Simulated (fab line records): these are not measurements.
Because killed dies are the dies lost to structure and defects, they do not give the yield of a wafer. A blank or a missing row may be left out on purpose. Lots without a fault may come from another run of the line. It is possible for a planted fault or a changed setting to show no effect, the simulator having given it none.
fab line records	flow n5Finfet	part 2 of 2: steps 5 to 6 of 6
[record] lots = 21	wafers = 63	lastDay = 18
route steps=1938 shown BEOL_M4@1069 BEOL_M5@1129
lots untouched by any fault: they come from a run of this same line in which no faults occurred
startH: hours from the record's opening day to when the first of the lot's shown wafers began	waitH: time in hours since the lot's previous step	" unchanged from the row above	L1.1+2: one row covering several wafers at once	- value missing, or start not given	* or withheld: withheld	< > ~ a bound
route shown NAME@n: names a module that has steps shown in the file, with the first one's number in the route	usual: average and standard deviation across the fault-free wafers	same: alike in all rows	chamber/n: place in a boat	sites: the reading at each site	_std_site: their standard deviation	_edge_site: outer sites' mean less inner sites'	radiusMm: how far each site lies from the wafer's centre	mask NAME#n: copy n	behind: the tool/chamber that last shaped the wafer	hold: the reason the lot was held/the length of the hold in hours/how it ended	device: the n, p or np transistor that did not switch	end of line: at the end of the route, the tests of the same wafers	step lacking rows: just its recipe	killed: count of dies lost to structure and defects at first sort (not the wafer's yield)	map: the dies of a wafer, with x for killed, . for not killed, _ for no die there
set.NAME: the setting the step ran with; set.NAME@STEP: the setting that earlier step ran with	model.NAME: the simulator's own value behind a step, which no gauge read
a sample of lots followed through the steps of the route, with each step as a table and each wafer as a row
services: the hour from which a tool's chamber was out of use, counted from the record's first day as startH (under 0 if before that day), plus the number of hours and why
[[steps]]
[step N5_BEOL_M5_DESCUM_16]
[recipe] chemistry = O2	timeS = 7	sourcePowerW = 50	biasPowerW = 20	pressureMtorr = 20	rfFrequencyHz = 2.712e+07	tempC = 40	resist = CAR-EUV	o2FlowSccm = 225
[usual] drypumpMotorCurrentA = 5.8/0.33	oesProductAu = 0.80/0.092	rfVppV = 243.4/1.4	showerheadPlenumPTorr = 2.11/0.077	tempC = 40.00/0.11	throttleValvePct = 20.42/0.25
lot.wafer	tool	chamber	startH	waitH	drypumpMotorCurrentA	oesProductAu	rfHoursCounterH	rfVppV	showerheadPlenumPTorr	tempC	throttleValvePct
L076.2	rieDiel-04	3	194.09	0.0	5.7	0.85	65	245.8	2.21	39.92	20.29
L076.4	"	0	"	"	5.8	0.88	35	242.6	2.05	39.89	19.97
L076.6	"	2	"	"	6.0	0.96	-	243.6	2.15	39.98	20.37
L075.3	rieDiel-04	3	194.82	0.0	5.7	0.86	65	245.3	2.21	39.88	20.27
L075.4	"	1	"	"	5.6	0.73	170	243.7	2.18	39.98	20.59
L075.6	"	0	"	"	5.7	0.88	-	242.8	2.05	39.97	20.00
L077.2	rieDiel-06	1	201.65	0.0	5.9	0.75	152	241.1	2.00	40.09	20.58
L077.4	"	0	"	"	5.5	0.69	216	243.9	2.16	40.05	20.95
L077.6	"	3	"	"	6.4	0.69	-	241.1	2.00	40.08	20.24
L078.3	rieDiel-04	2	202.17	0.0	6.1	0.96	8	245.0	2.15	39.99	20.39
L078.4	"	0	"	"	5.8	0.87	37	242.3	2.05	40.01	19.99
L078.5	"	1	"	"	5.6	0.72	-	243.2	2.18	39.90	20.59
L080.3	rieDiel-04	0	219.65	0.0	5.7	0.86	42	241.1	2.05	40.02	20.00
L080.4	"	2	"	"	6.0	0.94	14	243.7	2.15	40.00	20.40
L080.5	"	0	"	"	5.8	0.87	-	241.2	2.05	40.06	19.98
L081.2	rieDiel-04	0	229.54	0.0	5.8	0.86	45	242.4	2.05	40.11	20.01
L081.5	"	3	"	"	5.7	0.84	-	245.9	2.21	39.97	20.29
L081.6	"	2	"	"	6.0	0.93	-	242.9	2.15	39.91	20.41
L083.1	rieDiel-04	2	233.45	0.0	6.0	0.94	18	244.5	2.15	39.99	20.41
L083.3	"	3	"	"	5.7	0.84	75	244.7	2.21	39.80	20.30
L083.6	"	2	"	"	6.1	0.94	-	243.6	2.15	39.95	20.40
L082.2	rieDiel-03	2	236.45	0.2	5.2	0.91	30	242.6	2.14	39.88	20.44
L082.3	"	3	"	"	6.6	0.79	106	241.6	2.03	39.88	20.57
L082.6	"	2	"	"	5.2	0.91	-	244.8	2.14	40.03	20.44
L084.4	rieDiel-03	0	241.43	0.0	5.6	1.00	0	243.8	2.15	39.98	20.01
L084.5	"	2	"	"	5.2	0.90	-	244.0	2.14	40.11	20.45
L084.6	"	1	"	"	5.9	0.71	-	241.6	2.07	40.01	20.46
L086.3	rieDiel-03	1	245.37	0.0	5.9	0.70	218	243.0	2.07	40.03	20.46
L086.4	"	0	"	"	5.6	0.99	1	244.0	2.15	40.04	20.02
L086.5	"	2	"	"	5.3	0.91	-	244.2	2.14	39.93	20.44
L087.3	rieDiel-06	2	262.64	0.0	5.4	0.74	179	241.2	2.00	39.91	20.67
L087.5	"	3	"	"	6.4	0.69	-	240.1	1.99	40.07	20.26
L087.6	"	2	"	"	5.5	0.73	-	240.7	2.00	40.08	20.66
L085.4	rieDiel-06	1	266.37	0.2	5.9	0.74	171	243.2	2.00	39.82	20.60
L085.5	"	1	"	"	5.9	0.73	-	240.9	2.00	39.88	20.61
L085.6	"	0	"	"	5.5	0.68	-	244.3	2.15	39.97	20.99
L088.2	rieDiel-06	1	269.45	0.0	5.9	0.73	171	241.1	2.00	39.75	20.61
L088.3	"	3	"	"	6.4	0.69	229	243.1	1.99	39.80	20.27
L088.6	"	3	"	"	6.4	0.69	-	243.3	1.99	39.94	20.25
L089.1	rieDiel-04	0	274.52	0.0	5.8	0.84	60	242.7	2.04	39.98	20.02
L089.4	"	3	"	"	5.7	0.81	89	243.5	2.20	40.03	20.32
L089.6	"	2	"	"	6.0	0.91	-	244.8	2.14	39.98	20.42
L090.1	rieDiel-04	1	275.04	0.3	5.6	0.72	196	242.6	2.17	40.15	20.62
L090.3	"	3	"	"	5.7	0.83	89	245.5	2.20	40.04	20.30
L090.4	"	2	"	"	6.0	0.91	32	242.4	2.14	40.01	20.42
L091.2	rieDiel-04	1	277.45	0.0	5.6	0.71	196	244.9	2.17	40.12	20.63
L091.3	"	3	"	"	5.7	0.82	89	245.0	2.20	40.10	20.30
L091.6	"	3	"	"	5.7	0.82	-	245.4	2.20	40.26	20.32
L092.3	rieDiel-04	0	294.37	0.0	5.8	0.85	66	243.0	2.04	40.14	20.04
L092.5	"	0	"	"	5.8	0.83	-	242.5	2.04	40.03	20.04
L092.6	"	3	"	"	5.7	0.82	-	243.6	2.20	39.93	20.32
L094.1	rieDiel-06	3	302.57	0.5	6.4	0.67	239	242.2	1.99	40.04	20.30
L094.2	"	0	"	"	5.5	0.68	245	243.8	2.15	39.97	20.98
L094.4	"	1	"	"	5.9	0.72	181	242.1	1.99	39.97	20.62
L093.1	rieDiel-03	1	304.85	0.0	5.9	0.69	238	242.9	2.06	40.00	20.48
L093.3	"	2	"	"	5.2	0.87	52	244.3	2.14	39.84	20.47
L093.5	"	3	"	"	6.6	0.78	-	242.9	2.02	40.00	20.59
L095.2	rieDiel-04	2	312.40	0.0	6.0	0.89	42	245.1	2.14	39.97	20.45
L095.4	"	0	"	"	5.7	0.83	71	242.3	2.04	40.11	20.03
L095.6	"	3	"	"	5.7	0.81	-	246.4	2.20	40.07	20.34
L097.4	rieDiel-06	0	313.17	0.0	5.5	0.66	250	244.9	2.14	40.11	21.01
L097.5	"	2	"	"	5.4	0.72	-	241.3	1.99	39.97	20.70
L097.6	"	3	"	"	6.4	0.68	-	240.4	1.98	40.18	20.29
[step N5_BEOL_M5_ETCH_68]
[recipe] chemistry = N2/H2	target = SOC	targetDepthA = 800	overetchA = 160	maskMaterial = SiARC	tempC = 40	timeS = 120	ionEnergyEv = 200	pressureMtorr = 30	sourceW = 840	biasW = 150	n2FlowSccm = 200	h2FlowSccm = 200
[usual] drypumpMotorCurrentA = 5.8/0.34	oesProductAu = 0.60/0.064	rfVppV = 523.6/2.7	showerheadPlenumPTorr = 2.54/0.09	tempC = 40.00/0.11	throttleValvePct = 17.84/0.29
lot.wafer	tool	chamber	startH	waitH	drypumpMotorCurrentA	oesProductAu	rfHoursCounterH	rfVppV	showerheadPlenumPTorr	tempC	throttleValvePct
L076.2	rieDiel-03	1	195.11	0.0	5.9	0.56	202	522.6	2.51	39.93	17.86
L076.4	"	0	"	"	5.6	0.54	241	524.4	2.61	39.94	17.72
L076.6	"	2	"	"	5.3	0.71	-	525.5	2.60	39.96	17.75
L075.3	rieDiel-04	0	197.25	0.0	5.8	0.67	35	522.2	2.49	39.90	17.38
L075.4	"	1	"	"	5.7	0.56	-	527.0	2.64	40.18	17.92
L075.6	"	0	"	"	5.8	0.67	-	522.2	2.49	39.86	17.37
L077.2	rieDiel-04	0	202.59	0.0	5.8	0.67	38	522.7	2.49	40.05	17.38
L077.4	"	1	"	"	5.6	0.56	173	527.0	2.64	39.93	17.92
L077.6	"	0	"	"	5.8	0.67	-	522.6	2.49	40.08	17.38
L078.3	rieDiel-06	0	203.25	0.0	5.5	0.53	217	524.3	2.62	40.04	18.44
L078.4	"	1	"	"	5.9	0.58	152	520.9	2.44	40.16	18.06
L078.5	"	1	"	"	5.9	0.57	-	520.2	2.44	40.08	18.05
L080.3	rieDiel-03	1	221.15	0.0	5.9	0.55	210	523.6	2.51	40.07	17.89
L080.4	"	2	"	"	5.3	0.70	25	524.8	2.60	39.76	17.75
L080.5	"	1	"	"	5.9	0.55	-	524.1	2.51	40.07	17.87
L081.2	rieDiel-04	1	230.67	0.0	5.6	0.55	182	527.1	2.64	40.04	17.93
L081.5	"	0	"	"	5.7	0.66	-	522.1	2.49	40.11	17.39
L081.6	"	1	"	"	5.6	0.55	-	526.2	2.64	39.98	17.93
L083.1	rieDiel-03	1	234.89	0.0	5.9	0.55	214	522.8	2.51	40.08	17.90
L083.3	"	2	"	"	5.3	0.69	29	525.3	2.60	39.99	17.77
L083.6	"	2	"	"	5.3	0.69	-	525.6	2.60	39.86	17.75
L082.2	rieDiel-06	2	240.76	0.0	5.4	0.56	173	520.7	2.44	40.09	18.16
L082.3	"	0	"	"	5.5	0.53	228	522.7	2.62	39.87	18.46
L082.6	"	1	"	"	5.9	0.56	-	520.7	2.44	40.06	18.08
L084.4	rieDiel-04	1	244.07	0.0	5.6	0.55	186	526.0	2.64	39.74	17.94
L084.5	"	2	"	"	6.1	0.70	-	525.4	2.60	40.16	17.80
L084.6	"	3	"	"	5.7	0.64	-	527.2	2.68	40.13	17.67
L086.3	rieDiel-04	3	247.18	0.0	5.7	0.63	79	526.9	2.68	39.93	17.68
L086.4	"	1	"	"	5.6	0.55	187	526.7	2.64	39.91	17.94
L086.5	"	2	"	"	6.0	0.69	-	524.6	2.60	39.98	17.81
L087.3	rieDiel-06	2	265.07	0.0	5.5	0.57	180	520.8	2.44	40.19	18.17
L087.5	"	2	"	"	5.5	0.56	-	520.0	2.44	40.09	18.18
L087.6	"	3	"	"	6.4	0.53	-	519.0	2.41	40.14	17.61
L085.4	rieDiel-03	2	268.46	0.0	5.3	0.67	40	525.5	2.59	39.95	17.78
L085.5	"	3	"	"	6.6	0.60	-	520.3	2.44	39.87	17.77
L085.6	"	0	"	"	5.6	0.71	-	526.8	2.61	39.92	17.35
L088.2	rieDiel-04	3	273.62	0.0	5.7	0.62	88	526.3	2.68	39.97	17.70
L088.3	"	0	"	"	5.7	0.64	59	523.0	2.48	39.94	17.41
L088.6	"	1	"	"	5.7	0.54	-	526.3	2.63	39.88	17.94
L089.1	rieDiel-03	0	275.71	0.0	5.6	0.71	11	525.9	2.61	39.84	17.36
L089.4	"	0	"	"	5.6	0.70	-	524.0	2.61	40.04	17.35
L089.6	"	1	"	"	5.9	0.54	-	522.4	2.50	40.20	17.90
L090.1	rieDiel-03	0	276.18	0.0	5.6	0.71	12	525.9	2.61	39.88	17.34
L090.3	"	2	"	"	5.2	0.67	43	524.9	2.59	39.91	17.77
L090.4	"	2	"	"	5.3	0.67	-	526.2	2.59	39.85	17.78
L091.2	rieDiel-06	1	281.81	0.0	5.9	0.56	174	520.9	2.43	39.91	18.09
L091.3	"	2	"	"	5.4	0.56	184	521.4	2.44	40.04	18.19
L091.6	"	1	"	"	5.9	0.56	-	521.0	2.43	39.88	18.10
L092.3	rieDiel-04	2	295.93	0.0	6.1	0.67	37	524.6	2.59	39.69	17.83
L092.5	"	1	"	"	5.6	0.54	-	527.1	2.63	40.00	17.97
L092.6	"	0	"	"	5.8	0.64	-	522.1	2.48	40.03	17.42
L094.1	rieDiel-06	3	306.23	0.0	6.4	0.53	240	520.9	2.41	40.12	17.62
L094.2	"	2	"	"	5.4	0.56	192	519.7	2.43	40.08	18.20
L094.4	"	1	"	"	5.9	0.56	182	520.7	2.43	39.93	18.12
L093.1	rieDiel-06	1	306.62	0.0	5.9	0.56	183	520.8	2.43	40.06	18.10
L093.3	"	3	"	"	6.4	0.52	240	519.7	2.41	40.02	17.64
L093.5	"	2	"	"	5.5	0.56	-	520.4	2.43	40.03	18.20
L095.2	rieDiel-04	2	316.08	0.0	6.1	0.67	43	525.1	2.59	39.93	17.83
L095.4	"	0	"	"	5.7	0.63	72	521.1	2.48	39.97	17.45
L095.6	"	0	"	"	5.8	0.63	-	522.6	2.48	40.02	17.42
L097.4	rieDiel-06	3	316.09	0.0	6.4	0.52	-	519.3	2.41	39.73	17.64
L097.5	"	1	"	"	5.9	0.56	-	521.0	2.43	40.06	18.11
L097.6	"	2	"	"	5.5	0.55	-	519.2	2.43	39.93	18.22
[[services]]
tool	chamber	startH	hours	kind
rieDiel-02	0	167.15	-	clean
rieDiel-02	0	167.15	-	consumableReplace:focusRing
rieDiel-02	0	167.15	24.5	scheduledDown
rieDiel-02	0	167.15	24.5	ventCycle
rieDiel-02	3	191.84	-	clean
rieDiel-02	3	191.84	-	consumableReplace:focusRing
rieDiel-02	3	191.84	25.8	scheduledDown
rieDiel-02	3	191.84	25.8	ventCycle
rieDiel-04	3	195.40	5.2	repair
rieDiel-04	-	207.32	0.2	repair
rieDiel-02	2	217.75	-	clean
rieDiel-02	2	217.75	-	consumableReplace:focusRing
rieDiel-02	-	226.47	0.7	repair
rieDiel-02	1	237.00	5.9	repair
rieDiel-05	0	251.31	-	clean
rieDiel-05	0	251.31	-	consumableReplace:focusRing
rieDiel-05	0	251.31	19.1	scheduledDown
rieDiel-05	0	251.31	19.1	ventCycle
rieDiel-03	3	274.63	5.6	repair
rieDiel-01	3	303.84	3.5	repair
rieDiel-06	0	315.95	-	clean
rieDiel-06	0	315.95	-	consumableReplace:focusRing
rieDiel-06	0	315.95	21.4	scheduledDown
rieDiel-06	0	315.95	21.4	ventCycle
